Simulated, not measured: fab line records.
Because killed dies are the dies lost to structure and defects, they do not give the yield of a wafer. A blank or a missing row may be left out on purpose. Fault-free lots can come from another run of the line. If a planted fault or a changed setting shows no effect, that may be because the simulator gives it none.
fab line records    flow n5Finfet
record: lots: 3  wafers: 9  lastDay: 18
route steps=1938 shown BEOL_M7@1308 BEOL_M8@1332 BEOL_M15@1830
lots untouched by any fault: they come from a run of this same line in which no faults occurred
startH: hours from the record's opening day to when the first of the lot's shown wafers began    waitH: time in hours since the lot's previous step    " as in the row above    L1.1+2: several wafers, shown together as one row    - no value, or no start given    * or withheld: withheld    < > ~ a bound
route shown NAME@n: names a module that has steps shown in the file, with the first one's number in the route    usual: mean/standard deviation taken from wafers without a fault    same: alike in all rows    chamber/n: place in a boat    sites: per-site readings    _std_site: the values' standard deviation    _edge_site: the outer-site mean with the inner-site mean subtracted    radiusMm: how far each site lies from the wafer's centre    mask NAME#n: copy n    behind: tool/chamber where the wafer was last shaped    hold: why the lot was held/for how many hours/how that ended    device: whichever transistor did not switch (one of n, p or np)    end of line: at the end of the route, the tests of the same wafers    a step with no rows: only its recipe    killed: count of dies lost to structure and defects at first sort (not the wafer's yield)    map: shows each die of a wafer: x if killed, . if not, _ if none is there
set.NAME: the setting that was run; set.NAME@STEP: the one run at that earlier step    model.NAME: the simulator's own value behind a step, which no gauge read
lots at some steps of the route; a table a step, a row a wafer
services: a tool's chamber out of use, with start hour (startH, from the record's first day; less than 0 if before it), hours out, and reason
== steps ==
step: N5_BEOL_M7_TRENCH_ETCH_37
recipe: chemistry: C4F6/O2  targetDepthA: 934.78  target: SiCOH_lowk  timeS: 31.2  ionEnergyEv: 250  pressureMtorr: 30  sourceW: 345  biasW: 185  Ar_flow_sccm: 300  C4F6_flow_sccm: 10  O2_flow_sccm: 10
step: N5_BEOL_M7_ETCH_41
recipe: chemistry: CH3F/O2  target: SiCN  targetDepthA: 319  taperDeg: 2  timeS: 57.8  ionEnergyEv: 120  maskMaterial: TiN  pressureMtorr: 30  sourceW: 395  biasW: 75  Ar_flow_sccm: 150  CH3F_flow_sccm: 30  O2_flow_sccm: 20
step: N5_BEOL_M7_STRIP_80
recipe: chemistry: N2/H2  timeS: 10  powerW: 450  tempC: 40  pressureMtorr: 20  rfFrequencyHz: 6e+07  biasPowerW: 7  n2FlowSccm: 200  h2FlowSccm: 200
step: N5_BEOL_M7_HM_STRIP_39
recipe: chemistry: peroxideTinStrip  material: TiN  targetDepthA: 250  tempC: 50  timeS: 158
step: N5_BEOL_M7_SRD_40
recipe: timeS: 30  tempC: 23  rinseLiquid: diw  dry: ipaMarangoni
step: N5_BEOL_M7_PRECLEAN_42
recipe: chemistry: residueRemover  timeS: 60  tempC: 40
step: N5_BEOL_M7_SRD_43
recipe: timeS: 30  tempC: 23  rinseLiquid: diw  dry: ipaMarangoni
step: N5_BEOL_M7_CURE_75
recipe: tempC: 370  timeS: 120  ambient: DMADMS/He  material: SiCOH_lowk
step: N5_BEOL_M7_DEGAS_44
recipe: ambient: vacuum  tempC: 250  timeS: 60
step: N5_BEOL_M7_PRE_CLEAN_45
recipe: gas: H2/He  timeS: 30  tempC: 250
step: N5_BEOL_M7_ALD_77
recipe: material: TaN  targetThkA: 20  tempC: 275  aldPrecursorFamily: PDMAT  aldCoReactant: NH3  pressureTorr: 3  carrierFlowSccm: 1500  pulseTimeS: 2  purgeTimeS: 3  coReactantPurgeTimeS: 2  coReactantPulseTimeS: 3  aldCycles: 40  precursorVesselTempC: 75  precursorVesselPressureTorr: 26.25  precursorVesselCarrierSccm: 1000
usual: aldCycles: 40/0  heaterPowerW: 420/33
same: pulseTimeS: 2
lot.wafer  tool         chamber  startH  waitH  aldCycles  heaterPowerW  model.TaN_of_BEOL_M7_ALD_77.thkNm
L130.1     aldMetal-04  3        231.62  0.1    40         436           2
L130.3     "            2        "       "      40         427           2
L130.6     "            0        "       "      40         403           2
L139.1     aldMetal-04  0        282.58  0.1    40         403           2
L139.4     "            3        "       "      58         422           3
L139.6     "            1        "       "      40         435           2
L148.1     aldMetal-04  1        342.35  0.1    40         447           2
L148.3     "            3        "       "      40         424           2
L148.4     "            0        "       "      40         395           2
step: N5_BEOL_M7_SURFACE_TREAT_79
recipe: gas: Ar  timeS: *  ionEnergyEv: *  ionCurrentMaCm2: 0.5  pressureMtorr: *  arFlowSccm: 30
step: N5_BEOL_M7_CVD_78
recipe: material: Co  targetThkA: 20  tempC: withheld  precursor: CCTBA/H2  pressureTorr: 30  timeS: 142.3
step: N5_BEOL_M7_SPUTTER_48
recipe: material: Cu  targetThkA: 100  tempC: -20  biasV: 60  powerW: 26000  chamberPressurePa: 0.13  timeS: 1.667
step: N5_BEOL_M7_ECD_50
recipe: material: Cu  targetThkA: 3000
step: N5_BEOL_M7_ANNEAL_51
recipe: tempC: 225  timeS: 90  ambient: N2
step: N5_BEOL_M7_CMP_52
recipe: stopOn: SiCOH_lowk  tOverpolishS: 6.9  downForcePsi: 1  platenRpm: 50  clearingPlatenDownForcePsi: 1.5  clearingPlatenRpm: 50  postCmpClean: cuAlkaline  targetThkNm: 80  clearingPlatenPadVelocityMS: 0.99484  padVelocityMS: 0.99484
step: N5_BEOL_M7_PRE_CLEAN_55
recipe: gas: NH3  timeS: 15  tempC: withheld  rfPowerW: 300
step: N5_BEOL_M7_DEP_56
recipe: material: SiCN  targetThkA: 100  tempC: withheld  precursor: 3MS/NH3  pressureTorr: 3  rfW: 202  timeS: 17.5
step: N5_BEOL_M8_ILD_DEP_00
recipe: material: SiCOH_lowk  targetThkA: 1797.5  tempC: 300  precursor: DEMS/porogen  pressureTorr: 5  rfW: 500  timeS: 33.4
step: N5_BEOL_M8_CURE_74
recipe: tempC: 385  timeS: 240  ambient: He/Ar  material: SiCOH_lowk
step: N5_BEOL_M8_PECVD_70
recipe: material: SiO2  targetThkA: 200  tempC: 400  precursor: TEOS/O2  pressureTorr: 5.5  rfW: 450  teosFlowSccm: 53.8  gas: O2  flowSccm: 3000  timeS: 22.7
step: N5_BEOL_M8_HM_DEP_02
recipe: material: TiN  targetThkA: 200  tempC: 25  chamberPressurePa: 0.49996
step: N5_BEOL_M8_COAT_59
recipe: resist: SOC  tempC: 250  timeS: 60  spinRpm: 1500  resistThkNm: 100
step: N5_BEOL_M8_COAT_60
recipe: resist: SiARC  tempC: 220  timeS: 60  spinRpm: 1500  resistThkNm: 35
step: N5_BEOL_M8_COAT_05
recipe: resist: CAR-ArF  spinRpm: 1500  resistThkNm: 90
step: N5_BEOL_M8_EBR_07
recipe: solvent: PGMEA  ebrWidthMm: 1.5
step: N5_BEOL_M8_SOFTBAKE_06
recipe: tempC: 110  timeS: 60  resist: CAR-ArF
step: N5_BEOL_M8_EXPOSE_08
recipe: maskId: M8  na: 1.35  sourceShape: dipole  sigmaInner: 0.817  sigmaOuter: 0.97  polarization: te  doseMj: 68.25
step: N5_BEOL_M8_PEB_09
recipe: pebTempC: withheld  pebTimeS: 60  resist: CAR-ArF
step: N5_BEOL_M8_DEVELOP_10
recipe: developTimeS: 30  developer: TMAH  resist: CAR-ArF  rinseLiquid: diw  dry: airSpin  devTempC: 23
step: N5_BEOL_M8_DESCUM_16
recipe: chemistry: O2  timeS: 7.9  sourcePowerW: 50  biasPowerW: 20  pressureMtorr: 20  rfFrequencyHz: 2.712e+07  tempC: 40  resist: CAR-ArF  o2FlowSccm: 225
step: N5_BEOL_M8_ETCH_61
recipe: chemistry: CF4  target: SiARC  targetDepthA: 455  maskMaterial: CAR-ArF  timeS: 75.8  ionEnergyEv: 80  pressureMtorr: 40  sourceW: 545  biasW: 36  Ar_flow_sccm: 100  cf4FlowSccm: 100  ends: cleared
step: N5_BEOL_M15_RC_MEAS_101
usual: COMB_M10: 1.5e-11/3.1e-12  COMB_M11: 1.5e-11/3.1e-12  COMB_M12: 7e-12/1.3e-12  COMB_M13: 5.5e-12/1e-12  COMB_M14: 4.1e-12/7.1e-13  COMB_M15: 3.2e-12/5.9e-13  COMB_M5: 3.7e-11/7.8e-12  COMB_M6: 2.6e-11/5.1e-12  COMB_M7: 2.5e-11/5.4e-12  COMB_M8: 2.7e-11/5.7e-12  COMB_M9: 1.5e-11/3e-12  COMB_M9_max_site: 2.1e-11/4.6e-12  SERP_M10: 3.07/0.091  SERP_M11: 3.10/0.076  SERP_M12: 0.632/0.016  SERP_M13: 0.310/0.0062  SERP_M14: 0.159/0.0051  SERP_M5: 38.9/1.7  SERP_M6: 13.7/0.57  SERP_M7: 14.0/0.52  SERP_M7_max_site: 14.6/0.57  SERP_M8: 13.6/0.59  SERP_M9: 3.08/0.082
lot.wafer  tool       chamber  startH  waitH  COMB_M10[S/m]  COMB_M11[S/m]  COMB_M12[S/m]  COMB_M13[S/m]  COMB_M14[S/m]  COMB_M15[S/m]  COMB_M5[S/m]  COMB_M6[S/m]  COMB_M7[S/m]  COMB_M8[S/m]  COMB_M9[S/m]  COMB_M9_max_site[S/m]  SERP_M10[ohm/um]  SERP_M11[ohm/um]  SERP_M12[ohm/um]  SERP_M13[ohm/um]  SERP_M14[ohm/um]  SERP_M5[ohm/um]  SERP_M6[ohm/um]  SERP_M7[ohm/um]  SERP_M7_max_site[ohm/um]  SERP_M8[ohm/um]  SERP_M9[ohm/um]
L130.1     prober-01  0        287.16  0.0    1.1e-11        1.3e-11        9.1e-12        9.2e-12        6e-12          3.5e-12        3.8e-11       3e-11         2.5e-11       3.8e-11       1.2e-11       1.6e-11                2.97              3.24              0.651             0.314             0.151             37.9             13.6             14.2             14.6                      13.3             3.01
L130.3     "          0        "       "      1.1e-11        1.1e-11        8.2e-12        4.1e-12        4.8e-12        2.9e-12        2.7e-11       2.6e-11       4.7e-11       2.6e-11       1.4e-11       2.1e-11                2.94              3.05              0.642             0.313             0.167             38.6             14.5             14.1             14.5                      13.4             3.08
L130.6     "          0        "       "      1.5e-11        1.2e-11        7.7e-12        6.2e-12        3.8e-12        2.9e-12        3e-11         2.5e-11       2.7e-11       3.1e-11       1.7e-11       2.1e-11                3.10              3.17              0.643             0.308             0.153             39.5             13.5             13.7             14.6                      12.5             3.15
L139.1     prober-01  0        350.03  0.0    1.3e-11        1.7e-11        7.8e-12        5.1e-12        4.1e-12        4.2e-12        3e-11         2.6e-11       2.3e-11       2.9e-11       1.9e-11       3.3e-11                3.01              3.10              0.595             0.310             0.160             38.5             13.7             14.1             14.4                      13.2             3.17
L139.4     "          0        "       "      1.8e-11        1.4e-11        9.7e-12        4.2e-12        5.4e-12        3.7e-12        4.5e-11       2.8e-11       2.6e-11       3.8e-11       1.7e-11       2.4e-11                3.02              3.18              0.605             0.319             0.164             38.0             13.7             15.9             16.4                      13.2             3.14
L139.6     "          0        "       "      1.4e-11        1.5e-11        6.6e-12        6.2e-12        4.9e-12        2.9e-12        3.2e-11       2.9e-11       2.1e-11       2.4e-11       1.3e-11       1.6e-11                3.16              3.30              0.626             0.310             0.155             40.6             13.5             14.0             14.7                      13.0             2.99
L148.1     prober-02  0        407.24  0.0    1.3e-11        1.2e-11        9.1e-12        5.2e-12        3e-12          2.6e-12        2.4e-11       2.1e-11       2.6e-11       3.7e-11       1.4e-11       2.5e-11                3.00              2.99              0.608             0.320             0.150             41.1             13.4             14.7             15.1                      14.0             2.98
L148.3     "          0        "       "      1.2e-11        1.9e-11        5.4e-12        5.2e-12        2.7e-12        3e-12          3.2e-11       2.9e-11       2.6e-11       2.9e-11       1.5e-11       1.9e-11                3.12              3.00              0.653             0.319             0.153             38.6             14.6             14.0             14.3                      13.0             3.12
L148.4     "          0        "       "      1.5e-11        1.3e-11        5e-12          4.1e-12        4.7e-12        2.8e-12        3.4e-11       1.3e-11       2.4e-11       2.1e-11       1.5e-11       1.9e-11                3.00              3.10              0.657             0.305             0.152             40.8             13.4             13.9             14.3                      13.1             3.15
sites SERP_M7 radiusMm=0,75,75,75,75,140,140,140,140
L130.1 14.4 14.6 14.6 14.5 14.2 13.9 13.7 13.6 14.1
L139.1 13.7 14.2 14.4 13.9 14.1 13.8 14.1 14.3 14.0
L148.1 14.7 14.7 14.8 15.1 14.8 14.5 14.4 14.1 14.8
== services ==
tool         chamber  startH  hours  kind
aldMetal-04  3        292.83  2.8    repair
aldMetal-04  3        329.48  2.8    repair
== key ==
firstSign: step: N5_BEOL_M7_ALD_77  reading: aldCycles  direction: up  sigmas: 99+  usual: *  struck: *
effect: step: N5_BEOL_M15_RC_MEAS_101  reading: SERP_M7  direction: up  sigmas: 3.7  usual: 14.0  struck: 15.9
modelEffect: step: N5_BEOL_M7_ALD_77  value: TaN_of_BEOL_M7_ALD_77.thkNm  without: 2  struck: 3
metAt N5_BEOL_M7_ALD_77
struckWafers L139.4
onsetBetween 231.62 282.58
fault: kind: processParameterDrift  tool: aldMetal-04  chamber: 3  onsetH: 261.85  steps: N5_BEOL_M7_ALD_77  channel: aldCycles  offset: *  shape: step  endH: 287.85  actsIn: *  stated: *
